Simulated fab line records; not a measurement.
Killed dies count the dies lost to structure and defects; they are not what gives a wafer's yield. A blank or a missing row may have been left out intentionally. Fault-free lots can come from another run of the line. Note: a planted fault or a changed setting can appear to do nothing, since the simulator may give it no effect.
What tool caused it? -- flow nandHarc -- 72 wafers from 24 lots sampled at 3 of the route's 1302 steps

== WHAT THE GAUGES SHOWED, per wafer ==
NHARC_P_M0_CD_MEAS_09: the cd target is 90 nm.
lot,measured,on,cdNm (nm)
L074,day 6 02:34,cdSem-03,90.6 89.7 90.4
L075,day 6 09:13,cdSem-01,90.2 88.7 89.0
L076,day 6 18:20,cdSem-01,89.6 89.5 89.6
L077,day 7 07:53,cdSem-02,90.0 88.8 89.2
L078,day 7 15:47,cdSem-02,89.5 89.3 88.6
L079,day 8 06:40,cdSem-02,89.7 91.3 90.7
L080,day 8 16:04,cdSem-01,88.5 88.6 89.4
L081,day 8 20:34,cdSem-02,91.1 91.6 90.0
L082,day 9 19:56,cdSem-01,89.0 90.1 89.8
L083,day 9 23:58,cdSem-01,89.9 90.3 89.8
L084,day 10 08:25,cdSem-01,91.6 89.6 89.9
L085,day 10 12:53,cdSem-01,89.4 89.5 88.7
L086,day 10 21:43,cdSem-03,90.3 91.0 90.8
L087,day 12 02:04,cdSem-02,89.9 90.3 90.6
L089,day 12 02:19,cdSem-03,90.1 90.6 89.9
L088,day 12 03:09,cdSem-02,90.2 90.2 90.9
L090,day 12 17:52,cdSem-01,89.2 90.2 89.7
L091,day 13 02:47,cdSem-03,89.9 91.6 90.0
L092,day 13 22:24,cdSem-01,89.2 88.6 89.7
L093,day 14 01:56,cdSem-01,89.7 90.3 89.8
L094,day 14 08:01,cdSem-02,89.6 90.4 89.7
L095,day 15 01:29,cdSem-03,90.5 91.1 91.9
L096,day 15 01:38,cdSem-01,89.3 89.1 89.2
L097,day 15 17:11,cdSem-03,88.6 89.6 89.2

== WHAT TOOL EACH LOT RAN ON (gives the tool, then ch and the chambers of the sampled wafers, and finally the start) ==
lot,NHARC_P_GATE_STRIP_75,NHARC_P_GATE_RTA_82
L074,"plasmaAsher-02 ch 0,1, day 5 14:42","rtpAnneal-01 ch 0, day 5 20:16"
L075,"plasmaAsher-02 ch 0,1, day 5 21:42","rtpAnneal-02 ch 0, day 6 03:07"
L076,"plasmaAsher-01 ch 0,1, day 6 06:52","rtpAnneal-02 ch 0, day 6 12:28"
L077,"plasmaAsher-02 ch 0,1, day 6 20:33","rtpAnneal-01 ch 0, day 7 02:01"
L078,"plasmaAsher-01 ch 0,1, day 7 04:07","rtpAnneal-01 ch 0, day 7 09:43"
L079,"plasmaAsher-01 ch 0,1, day 7 19:00","rtpAnneal-02 ch 0, day 8 00:41"
L080,"plasmaAsher-02 ch 0,1, day 8 04:28","rtpAnneal-02 ch 0, day 8 10:01"
L081,"plasmaAsher-01 ch 1, day 8 08:51","rtpAnneal-02 ch 0, day 8 14:13"
L082,"plasmaAsher-02 ch 0,1, day 9 08:32","rtpAnneal-02 ch 0, day 9 13:55"
L083,"plasmaAsher-02 ch 0,1, day 9 12:27","rtpAnneal-02 ch 0, day 9 17:53"
L084,"plasmaAsher-02 ch 0,1, day 9 20:51","rtpAnneal-01 ch 0, day 10 02:33"
L085,"plasmaAsher-01 ch 0,1, day 10 01:17","rtpAnneal-01 ch 0, day 10 06:53"
L086,"plasmaAsher-02 ch 0,1, day 10 10:22","rtpAnneal-01 ch 0, day 10 15:47"
L087,"plasmaAsher-01 ch 1, day 11 13:16","rtpAnneal-02 ch 0, day 11 20:04"
L089,"plasmaAsher-01 ch 0,1, day 11 13:55","rtpAnneal-01 ch 0, day 11 20:20"
L088,"plasmaAsher-01 ch 0,1, day 11 14:16","rtpAnneal-02 ch 0, day 11 21:25"
L090,"plasmaAsher-01 ch 1, day 12 06:35","rtpAnneal-02 ch 0, day 12 12:10"
L091,"plasmaAsher-01 ch 0,1, day 12 15:26","rtpAnneal-01 ch 0, day 12 20:48"
L092,"plasmaAsher-01 ch 0,1, day 13 11:11","rtpAnneal-02 ch 0, day 13 16:26"
L093,"plasmaAsher-01 ch 0,1, day 13 14:36","rtpAnneal-01 ch 0, day 13 20:17"
L094,"plasmaAsher-02 ch 0,1, day 13 20:44","rtpAnneal-02 ch 0, day 14 02:01"
L095,"plasmaAsher-02 ch 0,1, day 14 13:28","rtpAnneal-02 ch 0, day 14 19:00"
L096,"plasmaAsher-01 ch 0,1, day 14 13:46","rtpAnneal-01 ch 0, day 14 19:19"
L097,"plasmaAsher-01 ch 0,1, day 15 05:50","rtpAnneal-02 ch 0, day 15 11:15"
- NHARC_P_GATE_STRIP_75: strips in O2.
- NHARC_P_GATE_RTA_82: time 30 s.

== AS READ BY THE TOOLS THEMSELVES (means over the sampled wafers that have a number; for cases with no such wafer, the mark the record gives instead) ==
NHARC_P_GATE_STRIP_75.
lot,tool,drypumpMotorCurrentA (A),heaterPowerW (W)
L074,plasmaAsher-02,4.9,347
L075,plasmaAsher-02,4.9,350
L076,plasmaAsher-01,6.1,349
L077,plasmaAsher-02,4.9,346
L078,plasmaAsher-01,5.8,340
L079,plasmaAsher-01,5.9,347
L080,plasmaAsher-02,5.1,332
L081,plasmaAsher-01,6.2,360
L082,plasmaAsher-02,4.9,347
L083,plasmaAsher-02,4.9,345
L084,plasmaAsher-02,4.9,349
L085,plasmaAsher-01,6.0,356
L086,plasmaAsher-02,5.1,337
L087,plasmaAsher-01,6.2,367
L089,plasmaAsher-01,6.0,358
L088,plasmaAsher-01,5.8,347
L090,plasmaAsher-01,6.2,368
L091,plasmaAsher-01,5.9,342
L092,plasmaAsher-01,5.9,352
L093,plasmaAsher-01,5.9,343
L094,plasmaAsher-02,4.9,352
L095,plasmaAsher-02,5.1,350
L096,plasmaAsher-01,5.8,343
L097,plasmaAsher-01,6.0,359

NHARC_P_GATE_RTA_82.
lot,tool,lampPowerPct (%),lamp_zone_5_pct (%),wafer_temp_C_max
L074,rtpAnneal-01,3.90,3.92,453.0
L075,rtpAnneal-02,3.61,3.63,452.9
L076,rtpAnneal-02,3.61,3.63,453.1
L077,rtpAnneal-01,3.90,3.91,452.6
L078,rtpAnneal-01,3.90,3.92,452.9
L079,rtpAnneal-02,3.61,3.62,452.4
L080,rtpAnneal-02,3.61,3.62,452.5
L081,rtpAnneal-02,3.61,3.62,453.5
L082,rtpAnneal-02,3.61,3.63,453.6
L083,rtpAnneal-02,3.61,3.63,453.4
L084,rtpAnneal-01,3.90,3.92,453.2
L085,rtpAnneal-01,3.90,3.92,452.9
L086,rtpAnneal-01,3.90,3.92,452.9
L087,rtpAnneal-02,3.61,3.62,452.2
L089,rtpAnneal-01,3.90,3.92,453.1
L088,rtpAnneal-02,3.60,3.62,452.7
L090,rtpAnneal-02,3.61,3.63,453.4
L091,rtpAnneal-01,3.90,3.92,452.9
L092,rtpAnneal-02,3.61,3.62,452.6
L093,rtpAnneal-01,3.90,3.92,452.5
L094,rtpAnneal-02,3.61,3.62,453.2
L095,rtpAnneal-02,3.61,3.63,453.0
L096,rtpAnneal-01,3.90,3.92,452.4
L097,rtpAnneal-02,3.61,3.63,453.2

== THE ANSWER, worked out from the rows above alone ==
Rule: the usual values come from the lots themselves. Put in order of their means at a reading, lots are off if they are a third of the lots or fewer, leave a main group of 4 or more, and stand apart from it by a gap of 3 or more times the standard deviation of the main group's means; of several such gaps the widest counts. If all means in a main group match to the digits the tables above print for the reading, that group is not used. Also off: a lot with no number at a reading for which 4 or more lots have one. Where the step has rows for the other lots, those lots are counted as sound. After the gauges, taken in route order, come the tools' own readings; for these a lot's mean is taken, as printed above. The first step at which some lot is off is used, and at that step the reading that is off furthest; a lot without a number counts as furthest.
No lot is off at any reading shown: from this, nothing can be told.

== WHAT WAS PUT IN BY THE SIMULATOR ==
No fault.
